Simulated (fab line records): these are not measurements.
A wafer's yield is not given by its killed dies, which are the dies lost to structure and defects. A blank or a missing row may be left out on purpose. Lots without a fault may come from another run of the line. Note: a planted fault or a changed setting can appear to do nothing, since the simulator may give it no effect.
Matching of chambers | flow nand harc | NHARC_A_STAIRCASE_ALD_415 on ald hk-04 has 4 sister chambers
The step deposits SiO2, target thk 30 nm, pulse time 6 s, ald cycles 300. 4 wafers are shown with their chamber, then 8 later ones without.

WAFERS WITH THEIR CHAMBER
wafer  | chamber | heater power w (W)
L081.5 | 2       | 467
L082.1 | 0       | 384
L082.6 | 3       | 452
L088.3 | 1       | 559

WAFERS MISSING THEIR CHAMBER
wafer  | heater power w (W)
L088.4 | 405
L088.6 | 463
L090.4 | 391
L090.5 | 456
L090.6 | 455
L095.1 | 476
L095.4 | 470
L095.5 | 450

WHICH CHAMBER EACH ONE RAN IN
wafer  | from the rows above     | in truth
L088.4 | 0                       | 0
L088.6 | can't be placed: 2 or 3 | 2
L090.4 | 0                       | 0
L090.5 | can't be placed: 3 or 2 | 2
L090.6 | can't be placed: 3 or 2 | 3
L095.1 | can't be placed: 2 or 3 | 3
L095.4 | can't be placed: 2 or 3 | 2
L095.5 | can't be placed: 3 or 2 | 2
2 of 8 placed correctly. Unplaceable from these rows: 6, with the true chamber sitting among the candidates in 6. Wrongly placed: 0.
How it was worked out, from the rows above alone: a wafer's distance from a chamber is the root of the sum, over the readings, of the square of ((its reading less the chamber's mean) divided by the reading's scatter). If the next closest chamber is less than 2 further off than the closest, the wafer can't be placed; otherwise it belongs to the closest. Each chamber's mean is taken over the wafers shown for it. The scatter (one wafer shown for each chamber): square how far every hidden wafer sits from the nearest shown wafer, average those squares and take the square root.
